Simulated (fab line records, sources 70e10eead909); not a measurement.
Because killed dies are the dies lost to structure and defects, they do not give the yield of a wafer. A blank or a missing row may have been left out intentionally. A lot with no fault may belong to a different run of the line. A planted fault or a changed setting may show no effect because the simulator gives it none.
fab line records | flow nand-harc
[record] lots = 6 | wafers = 17 | last-day = 31
route steps=1302 shown A_ONON_D2@546 END@1302
lots that met no fault: taken from a fault-free run of the same line
start-h: start of the lot's first displayed wafer, in hours after the record's first day | wait-h: hours from the lot's prior step to this one | " unchanged from the row above | L1.1+2: one row covering several wafers at once | - value missing, or start not given | * or withheld: withheld | < > ~ a bound
route shown NAME@n: NAME is a module with steps in the file, n the number in the route of the first one | usual: mean/standard deviation of fault-free wafers | same: alike in all rows | chamber/n: place in a boat | sites: each site's reading | _std_site: the standard deviation of these | _edge_site: mean of outer sites minus mean of inner sites | radius-mm: for every site, how far away it sits from the centre of the wafer | mask NAME#n: copy n | behind: the last tool/chamber to shape the wafer | hold: what put the lot on hold/how long, in hours/how the hold closed | device: transistor that didn't switch, given as n, p or np | end of line: the tests these same wafers got at the end of their route | for a step that has no rows: nothing shown but its recipe | killed: count of dies lost to structure and defects at first sort (not the wafer's yield) | map: dies across one wafer; x = killed, . = not, _ = none there
set.NAME: the setting the step ran with; set.NAME@STEP: the setting that earlier step ran with | model.NAME: the simulator's own value behind a step, which no gauge read
a table for each step, a row for each wafer; lots at some steps of the route
services: from which hour (start-h, from the record's first day; less than 0 if before it) a tool's chamber was out of use, for how many hours, and why
[[steps]]
[step NHARC_A_ONON_D2_THK_MEAS_02]
[recipe] thk-meas-gauge = ellipsometry
[usual] thk-nm = 999/11
lot.wafer | tool          | chamber | start-h | wait-h | thk-nm
L691.2    | film-metro-02 | -       | 282.63  | -      | 991
L691.5    | "             | -       | "       | "      | 993
L691.6    | "             | -       | "       | "      | 993
L692.1    | film-metro-01 | -       | 282.98  | -      | 1015
L692.3    | "             | -       | "       | "      | 1016
L692.6    | "             | -       | "       | "      | 1017
L695.2    | film-metro-01 | -       | 385.10  | -      | 1006
L695.6    | "             | -       | "       | "      | 1005
L696.1    | film-metro-01 | -       | 385.32  | -      | 996
L696.3    | "             | -       | "       | "      | 993
L696.6    | "             | -       | "       | "      | 994
L707.2    | film-metro-02 | -       | 435.85  | -      | 1012
L707.3    | "             | -       | "       | "      | 1012
L707.4    | "             | -       | "       | "      | 1011
L708.2    | film-metro-01 | -       | 456.94  | -      | 1002
L708.3    | "             | -       | "       | "      | 1003
L708.4    | "             | -       | "       | "      | 1003
[step NHARC_A_ONON_D2_DEP_03]
[recipe] target-thk-a = 10000 | n2-flow-sccm = 2750 | n2o-flow-sccm = 2000 | nh3-flow-sccm = 500 | sih4-flow-sccm = 210 | temp-c = 400
[step NHARC_A_ONON_D2_THK_MEAS_05]
[recipe] thk-meas-gauge = ellipsometry
[usual] thk-nm = 1000/8
lot.wafer | tool          | chamber | start-h | wait-h | thk-nm
L691.2    | film-metro-02 | -       | 283.20  | -      | 996
L691.5    | "             | -       | "       | "      | 995
L691.6    | "             | -       | "       | "      | 998
L692.1    | film-metro-02 | -       | 283.55  | -      | 993
L692.3    | "             | -       | "       | "      | 992
L692.6    | "             | -       | "       | "      | 991
L695.2    | film-metro-01 | -       | 386.02  | -      | 1007
L695.6    | "             | -       | "       | "      | 1009
L696.1    | film-metro-01 | -       | 386.02  | -      | 995
L696.3    | "             | -       | "       | "      | 993
L696.6    | "             | -       | "       | "      | 995
L707.2    | film-metro-01 | -       | 436.42  | -      | 1001
L707.3    | "             | -       | "       | "      | 999
L707.4    | "             | -       | "       | "      | 1000
L708.2    | film-metro-02 | -       | 457.50  | -      | 1004
L708.3    | "             | -       | "       | "      | 1004
L708.4    | "             | -       | "       | "      | 1006
[step NHARC_A_ONON_D2_DEP_06]
[recipe] target-thk-a = 10000 | n2-flow-sccm = 2750 | n2o-flow-sccm = 2000 | nh3-flow-sccm = 500 | sih4-flow-sccm = 210 | temp-c = 400
[step NHARC_A_ONON_D2_THK_MEAS_08]
[recipe] thk-meas-gauge = ellipsometry
[usual] thk-nm = 1001/9.7
lot.wafer | tool          | chamber | start-h | wait-h | thk-nm
L691.2    | film-metro-02 | -       | 283.76  | -      | 984
L691.5    | "             | -       | "       | "      | 984
L691.6    | "             | -       | "       | "      | 986
L692.1    | film-metro-01 | -       | 284.12  | -      | 999
L692.3    | "             | -       | "       | "      | 998
L692.6    | "             | -       | "       | "      | 998
L695.2    | film-metro-01 | -       | 386.73  | -      | 996
L695.6    | "             | -       | "       | "      | 999
L696.1    | film-metro-01 | -       | 386.86  | -      | 1017
L696.3    | "             | -       | "       | "      | 1016
L696.6    | "             | -       | "       | "      | 1017
L707.2    | film-metro-02 | -       | 436.99  | -      | 999
L707.3    | "             | -       | "       | "      | 998
L707.4    | "             | -       | "       | "      | 998
L708.2    | film-metro-02 | -       | 458.07  | -      | 1004
L708.3    | "             | -       | "       | "      | 1002
L708.4    | "             | -       | "       | "      | 1004
[step NHARC_A_ONON_D2_DEP_09]
[recipe] target-thk-a = 10000 | n2-flow-sccm = 2750 | n2o-flow-sccm = 2000 | nh3-flow-sccm = 500 | sih4-flow-sccm = 210 | temp-c = 400
[step NHARC_A_ONON_D2_THK_MEAS_11]
[recipe] thk-meas-gauge = ellipsometry
[usual] thk-nm = 997/11
lot.wafer | tool          | chamber | start-h | wait-h | thk-nm
L691.2    | film-metro-02 | -       | 284.33  | -      | 1011
L691.5    | "             | -       | "       | "      | 1012
L691.6    | "             | -       | "       | "      | 1010
L692.1    | film-metro-02 | -       | 284.68  | -      | 1006
L692.3    | "             | -       | "       | "      | 1006
L692.6    | "             | -       | "       | "      | 1008
L695.2    | film-metro-01 | -       | 387.41  | -      | 1004
L695.6    | "             | -       | "       | "      | 1003
L696.1    | film-metro-01 | -       | 387.44  | -      | 1006
L696.3    | "             | -       | "       | "      | 1008
L696.6    | "             | -       | "       | "      | 1005
L707.2    | film-metro-01 | -       | 437.56  | -      | 1009
L707.3    | "             | -       | "       | "      | 1010
L707.4    | "             | -       | "       | "      | 1010
L708.2    | film-metro-02 | -       | 458.63  | -      | 971
L708.3    | "             | -       | "       | "      | 971
L708.4    | "             | -       | "       | "      | 972
[step NHARC_A_ONON_D2_DEP_12]
[recipe] target-thk-a = 10000 | n2-flow-sccm = 2750 | n2o-flow-sccm = 2000 | nh3-flow-sccm = 500 | sih4-flow-sccm = 210 | temp-c = 400
[step NHARC_A_ONON_D2_THK_MEAS_14]
[recipe] thk-meas-gauge = ellipsometry
[usual] thk-nm = 1000/9.6
lot.wafer | tool          | chamber | start-h | wait-h | thk-nm
L691.2    | film-metro-02 | -       | 284.90  | -      | 999
L691.5    | "             | -       | "       | "      | 996
L691.6    | "             | -       | "       | "      | 997
L692.1    | film-metro-01 | -       | 285.25  | -      | 1002
L692.3    | "             | -       | "       | "      | 1003
L692.6    | "             | -       | "       | "      | 1001
L695.2    | film-metro-01 | -       | 388.00  | -      | 1008
L695.6    | "             | -       | "       | "      | 1007
L696.1    | film-metro-02 | -       | 388.00  | -      | 1011
L696.3    | "             | -       | "       | "      | 1012
L696.6    | "             | -       | "       | "      | 1013
L707.2    | film-metro-01 | -       | 438.14  | -      | 988
L707.3    | "             | -       | "       | "      | 987
L707.4    | "             | -       | "       | "      | 988
L708.2    | film-metro-01 | -       | 459.20  | -      | 989
L708.3    | "             | -       | "       | "      | 988
L708.4    | "             | -       | "       | "      | 988
[step NHARC_A_ONON_D2_ANNEAL_15]
[recipe] temp-c = 750 | time-s = 3600
[step NHARC_A_ONON_D2_DEP_16]
[recipe] target-thk-a = 10000 | n2-flow-sccm = 2750 | n2o-flow-sccm = 2000 | nh3-flow-sccm = 500 | sih4-flow-sccm = 210 | temp-c = 400
[step NHARC_A_ONON_D2_THK_MEAS_18]
[recipe] thk-meas-gauge = ellipsometry
[usual] thk-nm = 1001/11
lot.wafer | tool          | chamber | start-h | wait-h | thk-nm
L692.1    | film-metro-02 | -       | 292.95  | -      | 995
L692.3    | "             | -       | "       | "      | 997
L692.6    | "             | -       | "       | "      | 995
L691.2    | film-metro-01 | -       | 292.95  | -      | 998
L691.5    | "             | -       | "       | "      | 999
L691.6    | "             | -       | "       | "      | 999
L695.2    | film-metro-01 | -       | 395.63  | -      | 991
L695.6    | "             | -       | "       | "      | 993
L696.1    | film-metro-02 | -       | 395.98  | -      | 1010
L696.3    | "             | -       | "       | "      | 1010
L696.6    | "             | -       | "       | "      | 1011
L707.2    | film-metro-01 | -       | 445.55  | -      | 1019
L707.3    | "             | -       | "       | "      | 1021
L707.4    | "             | -       | "       | "      | 1022
L708.2    | film-metro-01 | -       | 466.58  | -      | 1010
L708.3    | "             | -       | "       | "      | 1010
L708.4    | "             | -       | "       | "      | 1008
[step NHARC_A_ONON_D2_DEP_19]
[recipe] target-thk-a = 10000 | n2-flow-sccm = 2750 | n2o-flow-sccm = 2000 | nh3-flow-sccm = 500 | sih4-flow-sccm = 210 | temp-c = 400
lot.wafer  | tool          | chamber | start-h | wait-h
L692.1+3+6 | pecvd-onon-04 | 0       | 293.00  | 0.1
L691.2+5+6 | pecvd-onon-01 | 0       | 293.06  | 0.1
L695.2+6   | pecvd-onon-04 | 0       | 395.88  | 0.2
L696.1+3+6 | pecvd-onon-04 | 0       | 396.18  | 0.2
L707.2+3+4 | pecvd-onon-03 | 0       | 445.66  | 0.1
L708.2+3+4 | pecvd-onon-03 | 0       | 466.70  | 0.1
[step NHARC_A_ONON_D2_THK_MEAS_21]
[recipe] thk-meas-gauge = ellipsometry
[usual] thk-nm = 997/6.8
lot.wafer | tool          | chamber | start-h | wait-h | thk-nm
L691.2    | film-metro-01 | -       | 293.51  | -      | 986
L691.5    | "             | -       | "       | "      | 987
L691.6    | "             | -       | "       | "      | 985
L692.1    | film-metro-02 | -       | 293.52  | -      | 997
L692.3    | "             | -       | "       | "      | 997
L692.6    | "             | -       | "       | "      | 996
L695.2    | film-metro-02 | -       | 396.34  | -      | 988
L695.6    | "             | -       | "       | "      | 909
L696.1    | film-metro-01 | -       | 396.69  | -      | 1016
L696.3    | "             | -       | "       | "      | 1013
L696.6    | "             | -       | "       | "      | 933
L707.2    | film-metro-02 | -       | 446.11  | -      | 995
L707.3    | "             | -       | "       | "      | 994
L707.4    | "             | -       | "       | "      | 995
L708.2    | film-metro-01 | -       | 467.15  | -      | 989
L708.3    | "             | -       | "       | "      | 990
L708.4    | "             | -       | "       | "      | 991
[step NHARC_A_ONON_D2_DEP_22]
[recipe] target-thk-a = 10000 | n2-flow-sccm = 2750 | n2o-flow-sccm = 2000 | nh3-flow-sccm = 500 | sih4-flow-sccm = 210 | temp-c = 400
[step NHARC_END_SORT_01]
[recipe] temp-c = 25
[usual] killed-at-array = 54/18 | killed-at-other = 0.9/1.2 | killed-at-periphery = 4.4/2.9 | killed-dies = 59/18 | killed-open = 3.2/1.8 | killed-short = 2.6/1.8
[same] gross-dies = 677
lot.wafer | tool      | chamber | start-h | wait-h | killed-at-array | killed-at-other | killed-at-periphery | killed-dies | killed-open | killed-short
L696.6    | prober-02 | 0       | 694.30  | 4.0    | 663             | 2               | 12                  | 677         | 3           | 5
L695.6    | prober-02 | 0       | 724.33  | 4.0    | 671             | 4               | 2                   | 677         | 2           | 2
L707.2    | prober-02 | 0       | 744.61  | 2.8    | 61              | 0               | 8                   | 69          | 4           | 0
L707.3    | prober-02 | 0       | 745.41  | 3.1    | 74              | 0               | 3                   | 77          | 5           | 0
L707.4    | prober-02 | 0       | 746.22  | 3.4    | 64              | 0               | 7                   | 71          | 1           | 2
// killed by level:class
L696.6 A_ONON_D2:area-dep=595 A_CHANNEL_HOLE_D1:chamber-film-flake=22 A_CHANNEL_HOLE_D2:chamber-film-flake=20 A_CONTACT:chamber-film-flake=9 P_STI:chamber-film-flake=6 P_M2:chamber-film-flake=5 A_WL_FILL:geometric-particle:short=3 A_SLIT:chamber-film-flake=3
L695.6 A_ONON_D2:area-dep=632 A_SLIT:chamber-film-flake=26 A_STAIRCASE:chamber-film-flake=4 THIN_TSV:chamber-film-flake=4 A_CHANNEL_HOLE_D1:chamber-film-flake=3 P_ZERO_WELL:chamber-film-flake=2 A_ONON_D1:geometric-particle:open=1 A_ONON_D2:geometric-particle:short=1
L707.2 A_SLIT:chamber-film-flake=29 A_CHANNEL_HOLE_D1:chamber-film-flake=23 P_M1:chamber-film-flake=6 A_CHANNEL_FILL_D1:geometric-particle:open=2 A_STAIRCASE:chamber-film-flake=2 A_CONTACT:chamber-film-flake=2 A_CHANNEL_HOLE_D1:geometric-particle:open=1 A_CHANNEL_FILL_D2:geometric-particle:open=1
L707.3 A_SLIT:chamber-film-flake=33 A_CHANNEL_HOLE_D1:chamber-film-flake=24 A_CONTACT:chamber-film-flake=8 P_M1:chamber-film-flake=2 A_STAIRCASE:chamber-film-flake=2 P_M0:geometric-particle:open=1 A_CHANNEL_FILL_D1:geometric-particle:open=1 A_DECK1_JOINT:geometric-particle:open=1
L707.4 A_CHANNEL_HOLE_D1:chamber-film-flake=27 A_SLIT:chamber-film-flake=25 P_M1:chamber-film-flake=4 A_CONTACT:chamber-film-flake=4 A_STAIRCASE:chamber-film-flake=3 P_STI:chamber-film-flake=2 P_STI:geometric-particle:short=1 A_ONON_D2:geometric-particle:open=1
// map L695.6 (x killed, . not)
____________x____________
_________xxxxxxx_________
_______xxxxxxxxxxx_______
______xxxxxxxxxxxxx______
_____xxxxxxxxxxxxxxx_____
____xxxxxxxxxxxxxxxxx____
____xxxxxxxxxxxxxxxxx____
___xxxxxxxxxxxxxxxxxxx___
___xxxxxxxxxxxxxxxxxxx___
__xxxxxxxxxxxxxxxxxxxxx__
__xxxxxxxxxxxxxxxxxxxxx__
_xxxxxxxxxxxxxxxxxxxxxxx_
_xxxxxxxxxxxxxxxxxxxxxxx_
_xxxxxxxxxxxxxxxxxxxxxxx_
_xxxxxxxxxxxxxxxxxxxxxxx_
_xxxxxxxxxxxxxxxxxxxxxxx_
xxxxxxxxxxxxxxxxxxxxxxxxx
xxxxxxxxxxxxxxxxxxxxxxxxx
xxxxxxxxxxxxxxxxxxxxxxxxx
xxxxxxxxxxxxxxxxxxxxxxxxx
xxxxxxxxxxxxxxxxxxxxxxxxx
_xxxxxxxxxxxxxxxxxxxxxxx_
_xxxxxxxxxxxxxxxxxxxxxxx_
_xxxxxxxxxxxxxxxxxxxxxxx_
_xxxxxxxxxxxxxxxxxxxxxxx_
_xxxxxxxxxxxxxxxxxxxxxxx_
__xxxxxxxxxxxxxxxxxxxxx__
__xxxxxxxxxxxxxxxxxxxxx__
___xxxxxxxxxxxxxxxxxxx___
___xxxxxxxxxxxxxxxxxxx___
____xxxxxxxxxxxxxxxxx____
____xxxxxxxxxxxxxxxxx____
_____xxxxxxxxxxxxxxx_____
______xxxxxxxxxxxxx______
_______xxxxxxxxxxx_______
_________xxxxxxx_________
____________x____________
// map L696.6 (x killed, . not)
____________x____________
_________xxxxxxx_________
_______xxxxxxxxxxx_______
______xxxxxxxxxxxxx______
_____xxxxxxxxxxxxxxx_____
____xxxxxxxxxxxxxxxxx____
____xxxxxxxxxxxxxxxxx____
___xxxxxxxxxxxxxxxxxxx___
___xxxxxxxxxxxxxxxxxxx___
__xxxxxxxxxxxxxxxxxxxxx__
__xxxxxxxxxxxxxxxxxxxxx__
_xxxxxxxxxxxxxxxxxxxxxxx_
_xxxxxxxxxxxxxxxxxxxxxxx_
_xxxxxxxxxxxxxxxxxxxxxxx_
_xxxxxxxxxxxxxxxxxxxxxxx_
_xxxxxxxxxxxxxxxxxxxxxxx_
xxxxxxxxxxxxxxxxxxxxxxxxx
xxxxxxxxxxxxxxxxxxxxxxxxx
xxxxxxxxxxxxxxxxxxxxxxxxx
xxxxxxxxxxxxxxxxxxxxxxxxx
xxxxxxxxxxxxxxxxxxxxxxxxx
_xxxxxxxxxxxxxxxxxxxxxxx_
_xxxxxxxxxxxxxxxxxxxxxxx_
_xxxxxxxxxxxxxxxxxxxxxxx_
_xxxxxxxxxxxxxxxxxxxxxxx_
_xxxxxxxxxxxxxxxxxxxxxxx_
__xxxxxxxxxxxxxxxxxxxxx__
__xxxxxxxxxxxxxxxxxxxxx__
___xxxxxxxxxxxxxxxxxxx___
___xxxxxxxxxxxxxxxxxxx___
____xxxxxxxxxxxxxxxxx____
____xxxxxxxxxxxxxxxxx____
_____xxxxxxxxxxxxxxx_____
______xxxxxxxxxxxxx______
_______xxxxxxxxxxx_______
_________xxxxxxx_________
____________x____________
[[services]]
tool          | chamber | start-h | hours | kind
pecvd-onon-01 | -       | 269.71  | 13.0  | pm
pecvd-onon-04 | -       | 311.00  | 13.0  | pm
pecvd-onon-03 | -       | 408.00  | 13.0  | pm
pecvd-onon-01 | -       | 450.71  | 13.0  | pm
[[key]]
[first-sign] step = NHARC_A_ONON_D2_THK_MEAS_21 | reading = thk-nm | direction = down | sigmas = 11 | usual = 997 | struck = 921
[effect] step = NHARC_END_SORT_01 | reading = killed-at-array | direction = up | sigmas = 34 | usual = 54 | struck = 667
[more-kills-born-at] NHARC_A_ONON_D2_DEP_19@pecvd-onon-04 = 1227
met-at NHARC_A_ONON_D2_DEP_19
struck-wafers L695.6,L696.6
later-rows-left-out L695.6,L696.6
tester-left-out L695,L696
[fault] kind = process-parameter-drift | tool = pecvd-onon-04 | chamber = - | onset-h = 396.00 | steps = NHARC_A_ONON_D2_DEP_19 | channel = target-thk-a | offset = * | shape = step | end-h = 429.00 | scope = struck-wafers-only | acts-in = * | stated = *
// tester-left-out: of these lots the tester's yield and bins aren't shown, on N5 and GAA mostly nor the transistor test; their killed dies are dies lost to structure and defects alone, not to doping, threshold or leakage, so they don't give the yield
// later-rows-left-out: the simulator's readings of these wafers behind a module that went badly wrong aren't trusted and aren't shown, but for the sort
